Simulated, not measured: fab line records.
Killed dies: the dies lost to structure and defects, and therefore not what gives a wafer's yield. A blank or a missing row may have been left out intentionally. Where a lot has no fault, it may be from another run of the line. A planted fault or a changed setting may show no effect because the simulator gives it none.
Matching of chambers :: flow nand-harc :: NHARC_A_STAIRCASE_DEP_151 on pecvd-02 has 3 sister chambers
The step deposits SiO2, target thk 3800 nm. 3 wafers are shown with their chamber, then 8 later ones without.

== WAFERS PAIRED WITH THEIR CHAMBERS ==
wafer: L081.2
chamber: 0
heater-power-w (W): 881

wafer: L081.4
chamber: 2
heater-power-w (W): 536

wafer: L086.1
chamber: 1
heater-power-w (W): 696

== WAFERS MISSING THEIR CHAMBER ==
wafer: L086.2
heater-power-w (W): 838

wafer: L086.6
heater-power-w (W): 694

wafer: L091.3
heater-power-w (W): 643

wafer: L091.4
heater-power-w (W): 528

wafer: L091.6
heater-power-w (W): 639

wafer: L093.1
heater-power-w (W): 661

wafer: L093.3
heater-power-w (W): 882

wafer: L093.6
heater-power-w (W): 696

== WHICH CHAMBER EACH ONE RAN IN ==
wafer: L086.2
from the rows above: 0
in truth: 0

wafer: L086.6
from the rows above: 1
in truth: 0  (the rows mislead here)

wafer: L091.3
from the rows above: can't be placed: 1 or 2
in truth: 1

wafer: L091.4
from the rows above: 2
in truth: 2

wafer: L091.6
from the rows above: can't be placed: 1 or 2
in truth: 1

wafer: L093.1
from the rows above: 1
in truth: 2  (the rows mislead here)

wafer: L093.3
from the rows above: 0
in truth: 0

wafer: L093.6
from the rows above: 1
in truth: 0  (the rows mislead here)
Correctly placed: 3 of 8. Cannot be placed on the basis of these rows: 2; the candidates contain the true chamber in 2. Number placed wrongly: 3.
How it was worked out, from the rows above alone: a wafer's distance from a chamber is the root of the sum, over the readings, of the square of ((its reading less the chamber's mean) divided by the reading's scatter). If the next closest chamber is less than 2 further off than the closest, the wafer can't be placed; otherwise it belongs to the closest. For every chamber, the mean is computed from those of its wafers that are shown. The scatter (one wafer shown for each chamber): square how far every hidden wafer sits from the nearest shown wafer, average those squares and take the square root.
